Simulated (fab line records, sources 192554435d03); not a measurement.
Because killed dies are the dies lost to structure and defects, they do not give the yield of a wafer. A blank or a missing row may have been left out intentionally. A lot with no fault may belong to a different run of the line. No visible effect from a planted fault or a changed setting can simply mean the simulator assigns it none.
fab line records    flow n5_finfet
[record] lots = 14  wafers = 38  last_day = 18
route steps=1938 shown GATE_CUT@468 TV_LITHO@1883 PASSIVATION@1925
lots untouched by any fault: they come from a run of this same line in which no faults occurred
start_h: start of the lot's first displayed wafer, in hours after the record's first day    wait_h: hours from the lot's prior step to this one    " same as the row above    L1.1+2: a row that stands for several wafers    - value missing, or start not given    * or withheld: withheld    < > ~ a bound
route shown NAME@n: a module of which the file shows steps, and the number in the route of the first    usual: mean/standard deviation taken from wafers without a fault    same: alike in all rows    chamber/n: place in a boat    sites: each site's reading    _std_site: the standard deviation of these    _edge_site: mean of outer sites minus mean of inner sites    radius_mm: how far each site lies from the wafer's centre    mask NAME#n: copy n    behind: the most recent tool/chamber to have shaped the wafer    hold: the reason the lot was held/the length of the hold in hours/how it ended    device: the transistor (n, p or np) that didn't switch    end of line: the route-end tests of the same wafers    where a step has no rows: the recipe by itself    killed: dies lost to structure and defects at the first sort, not the wafer's yield    map: a wafer's dies, marking killed ones x, the rest . and places with no die _
set.NAME: the setting the step ran with; set.NAME@STEP: the setting that earlier step ran with    model.NAME: the simulator's own value behind a step, which no gauge read
route steps across a sampled set of lots; one table per step, one row per wafer
services: the hour from which a tool's chamber was out of use, counted from the record's first day as start_h (under 0 if before that day), plus the number of hours and why
[[steps]]
[step N5_GATE_CUT_VAPOR_ETCH_60]
[recipe] chemistry = BCl3/Cl2  target = HfO2  mode = isotropic
[usual] drypump_motor_current_A = 5.4/0.61  he_backside_leak_sccm = 3.49/0.24  oes_product_au = 0.75/0.075
lot.wafer  tool          chamber  start_h  wait_h  drypump_motor_current_A  he_backside_leak_sccm  oes_product_au
L888.3     rie_metal-03  1        85.66    0.0     4.9                      3.16                   0.77
L888.4     "             0        "        "       5.4                      3.09                   0.86
L888.6     "             1        "        "       4.9                      3.29                   0.78
L889.1     rie_metal-02  0        93.16    0.0     5.8                      3.61                   0.62
L889.2     "             1        "        "       4.7                      3.66                   0.76
L889.6     "             1        "        "       4.7                      3.61                   0.77
L890.3     rie_metal-03  0        98.62    0.1     5.5                      3.14                   0.85
L890.4     "             0        "        "       5.4                      3.00                   0.85
L890.5     "             0        "        "       5.4                      3.01                   0.85
L891.1     rie_metal-01  0        103.93   0.0     6.3                      3.59                   0.74
L891.4     "             0        "        "       6.3                      3.46                   0.74
L892.1     rie_metal-02  1        109.90   0.0     4.7                      3.53                   0.76
L892.6     "             1        "        "       4.7                      3.68                   0.76
L893.1     rie_metal-02  1        115.37   0.0     4.7                      3.47                   0.76
L893.6     "             1        "        "       4.7                      3.72                   0.76
L896.2     rie_metal-03  0        135.34   0.0     5.5                      3.15                   0.84
L896.3     "             1        "        "       4.9                      3.60                   0.76
L896.4     "             0        "        "       5.5                      3.04                   0.83
L897.4     rie_metal-02  0        144.91   0.0     5.8                      3.62                   0.61
L897.5     "             1        "        "       4.7                      3.61                   0.74
L897.6     "             0        "        "       5.8                      3.66                   0.61
L898.3     rie_metal-01  1        145.57   0.0     4.9                      3.49                   0.83
L898.4     "             0        "        "       6.3                      3.39                   0.73
L898.5     "             0        "        "       6.3                      3.82                   0.74
L899.1     rie_metal-02  1        151.22   0.0     4.7                      3.52                   0.74
L899.6     "             1        "        "       4.7                      3.52                   0.75
L900.3     rie_metal-01  0        158.69   0.0     6.2                      3.56                   0.73
L900.4     "             1        "        "       4.8                      3.25                   0.83
L900.6     "             1        "        "       4.8                      3.30                   0.83
L901.1     rie_metal-02  0        163.17   0.0     5.8                      3.63                   0.62
L901.3     "             0        "        "       5.8                      3.69                   0.61
L901.4     "             1        "        "       4.7                      3.64                   0.74
L902.1     rie_metal-02  1        169.32   0.0     4.7                      3.72                   0.74
L902.2     "             0        "        "       5.8                      3.63                   0.60
L902.6     "             0        "        "       5.8                      3.58                   0.61
L907.1     rie_metal-02  0        200.25   0.0     5.8                      3.71                   0.61
L907.3     "             1        "        "       4.7                      3.64                   0.74
L907.5     "             0        "        "       5.8                      3.56                   0.61
[step N5_PASSIVATION_CD_MEAS_10]
[recipe] target_cd_nm = 3000  landing_energy_ev = 500  detector = se_inlens
[usual] cd_nm = 2999.5/2.8
lot.wafer  tool       chamber  start_h  wait_h  cd_nm
L889.1     cd_sem-01  0        288.66   -       3004.5
L889.2     "          0        "        "       3002.7
L889.6     "          0        "        "       3000.2
L888.3     cd_sem-01  0        289.26   -       3003.2
L888.4     "          0        "        "       3000.6
L888.6     "          0        "        "       2998.6
L891.1     cd_sem-01  0        292.93   -       3002.6
L891.4     "          0        "        "       3000.1
L890.3     cd_sem-01  0        293.56   -       3001.8
L890.4     "          0        "        "       2995.0
L890.5     "          0        "        "       2998.7
L893.1     cd_sem-01  0        310.35   -       3003.9
L893.6     "          0        "        "       2997.7
L892.1     cd_sem-03  0        318.09   -       3000.6
L892.6     "          0        "        "       3004.1
L896.2     cd_sem-03  0        337.61   -       2993.8
L896.3     "          0        "        "       2996.6
L896.4     "          0        "        "       2996.0
L899.1     cd_sem-02  0        340.78   -       2998.2
L899.6     "          0        "        "       2994.7
L897.4     cd_sem-03  0        346.36   -       2999.9
L897.5     "          0        "        "       2997.9
L897.6     "          0        "        "       2998.4
L898.3     cd_sem-02  0        346.86   -       2996.4
L898.4     "          0        "        "       3002.6
L898.5     "          0        "        "       2998.3
L901.1     cd_sem-03  0        373.91   -       2999.2
L901.3     "          0        "        "       2999.0
L901.4     "          0        "        "       3001.9
L902.1     cd_sem-02  0        374.48   -       2996.3
L902.2     "          0        "        "       3001.9
L902.6     "          0        "        "       2999.1
L900.3     cd_sem-01  0        381.95   -       2998.6
L900.4     "          0        "        "       2997.1
L900.6     "          0        "        "       2997.7
L907.1     cd_sem-01  0        422.01   -       3004.5
L907.3     "          0        "        "       2997.9
L907.5     "          0        "        "       3002.8
[step N5_PASSIVATION_CD_MEAS_44]
[recipe] target_cd_nm = 40000  landing_energy_ev = 500  detector = se_inlens
[usual] cd_nm = 39999/4.7
lot.wafer  tool       chamber  start_h  wait_h  cd_nm
L889.1     cd_sem-01  0        292.24   -       40000
L889.2     "          0        "        "       39996
L889.6     "          0        "        "       40007
L888.3     cd_sem-03  0        293.19   -       40001
L888.4     "          0        "        "       40003
L888.6     "          0        "        "       40007
L891.1     cd_sem-01  0        296.37   -       39998
L891.4     "          0        "        "       39995
L890.3     cd_sem-03  0        296.92   -       40000
L890.4     "          0        "        "       39997
L890.5     "          0        "        "       39987
L893.1     cd_sem-02  0        314.28   -       40000
L893.6     "          0        "        "       40006
L892.1     cd_sem-03  0        321.99   -       39994
L892.6     "          0        "        "       40009
L896.2     cd_sem-03  0        341.28   -       40000
L896.3     "          0        "        "       39994
L896.4     "          0        "        "       39992
L899.1     cd_sem-03  0        344.24   -       39993
L899.6     "          0        "        "       40002
L897.4     cd_sem-03  0        350.08   -       39993
L897.5     "          0        "        "       39992
L897.6     "          0        "        "       39991
L898.3     cd_sem-01  0        350.45   -       40006
L898.4     "          0        "        "       40003
L898.5     "          0        "        "       40005
L901.1     cd_sem-03  0        377.74   -       40004
L901.3     "          0        "        "       40006
L901.4     "          0        "        "       40002
L902.1     cd_sem-01  0        378.28   -       39994
L902.2     "          0        "        "       39999
L902.6     "          0        "        "       39995
L900.3     cd_sem-02  0        386.11   -       40004
L900.4     "          0        "        "       39998
L900.6     "          0        "        "       40001
L907.1     cd_sem-02  0        425.32   -       39999
L907.3     "          0        "        "       40003
L907.5     "          0        "        "       40002
[step N5_PASSIVATION_PROBE_49]
[usual] killed_at_M0_to_M3 = 34/11  killed_at_M4_up = 14/5.6  killed_at_contacts = 13/5.9  killed_at_front_end = 40/11  killed_at_other = 4/3.1  killed_dies = 105/16  killed_on_rim = 14/4.2  killed_open = 68/11  killed_short = 34/8.4
[same] gross_dies = 1180  killed_at_back_side = 0
lot.wafer  tool       chamber  start_h  wait_h  killed_at_M0_to_M3  killed_at_M4_up  killed_at_contacts  killed_at_front_end  killed_at_other  killed_dies  killed_on_rim  killed_open  killed_short
L902.1     prober-02  -        381.47   0.0     39                  15               13                  156                  1                224          24             55           33
L902.2     prober-02  -        381.52   0.1     25                  7                2                   121                  2                157          28             61           25
L902.6     prober-02  -        381.72   0.3     40                  10               12                  115                  1                178          32             72           31
L907.1     prober-02  -        429.63   1.2     26                  10               8                   126                  2                172          33             62           42
L907.3     prober-02  -        429.73   1.3     27                  11               11                  147                  2                198          20             51           23
L907.5     prober-02  -        429.83   1.4     25                  20               10                  121                  5                181          31             61           38
// killed by level:class
L902.1 GATE_CUT:unspecified=132 BEOL_M2:geometric_particle:open=10 MOL_CONTACT_COAG:geometric_particle:open=10 BEOL_M0_SAQP:geometric_particle:open=7 BEOL_M4:geometric_particle:open=7 BEOL_M0_SAQP:geometric_particle:short=6 BEOL_M3:geometric_particle:open=4 FIN_SAQP:geometric_particle:short=3
L902.2 GATE_CUT:unspecified=71 STI_FIN_REVEAL:geometric_particle:open=18 FIN_SAQP:geometric_particle:open=8 GATE_CUT:geometric_particle:short=8 BEOL_M2:geometric_particle:open=7 GATE_CUT:geometric_particle:open=5 BEOL_M2:geometric_particle:short=4 DUMMY_GATE:geometric_particle:open=3
L902.6 GATE_CUT:unspecified=75 STI_FIN_REVEAL:geometric_particle:open=17 MOL_CONTACT_COAG:geometric_particle:open=11 BEOL_M0_SAQP:geometric_particle:short=10 BEOL_M0_SAQP:geometric_particle:open=8 BEOL_M1:geometric_particle:open=6 BEOL_M4:geometric_particle:open=6 BEOL_M2:geometric_particle:open=5
L907.1 GATE_CUT:unspecified=68 FIN_SAQP:geometric_particle:open=17 FIN_SAQP:geometric_particle:short=14 DUMMY_GATE:geometric_particle:open=7 BEOL_M0_SAQP:geometric_particle:open=7 MOL_CONTACT_COAG:geometric_particle:short=6 BEOL_M2:geometric_particle:open=6 STI_FIN_REVEAL:geometric_particle:open=4
L907.3 GATE_CUT:unspecified=122 BEOL_M0_SAQP:geometric_particle:open=9 BEOL_M3:geometric_particle:open=6 MOL_CONTACT_COAG:geometric_particle:open=5 BEOL_M2:geometric_particle:open=5 MOL_CONTACT_COAG:geometric_particle:short=4 DUMMY_GATE:geometric_particle:open=4 STARTING-WAFER:geometric_particle:open=4
L907.5 GATE_CUT:unspecified=80 FIN_SAQP:geometric_particle:short=8 DUMMY_GATE:geometric_particle:open=8 MOL_CONTACT_COAG:geometric_particle:open=8 BEOL_M0_SAQP:geometric_particle:short=6 BEOL_M1:geometric_particle:open=5 BEOL_M1:geometric_particle:short=5 BEOL_M4:geometric_particle:open=5
[[services]]
tool          chamber  start_h  hours  kind
rie_metal-03  1        94.94    8.2    repair
rie_metal-03  1        103.40   16.7   repair
[[key]]
[first_sign] step = N5_PASSIVATION_PROBE_49  reading = killed_at_front_end  direction = up  sigmas = 8.2  usual = 40  struck = 131
[effect] step = N5_PASSIVATION_PROBE_49  reading = killed_dies  direction = up  sigmas = 4.9  usual = 105  struck = 185
[more_kills_born_at] N5_GATE_CUT_VAPOR_ETCH_60@rie_metal-02 = 548
met_at N5_GATE_CUT_VAPOR_ETCH_60
struck_lots L902,L907
tester_left_out L902,L907
not_acting_at N5_PASSIVATION_CD_MEAS_10,N5_PASSIVATION_CD_MEAS_44
onset_between 163.17 169.32
[fault] kind = chamber_particle_source  tool = rie_metal-02  chamber = -  onset_h = 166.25  steps = N5_GATE_CUT_VAPOR_ETCH_60  rate_per_visit_cm2 = 1.2176  end_h = 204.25
// tester_left_out: of these lots the tester's yield and bins aren't shown, on N5 and GAA mostly nor the transistor test; their killed dies are dies lost to structure and defects alone, not to doping, threshold or leakage, so they don't give the yield
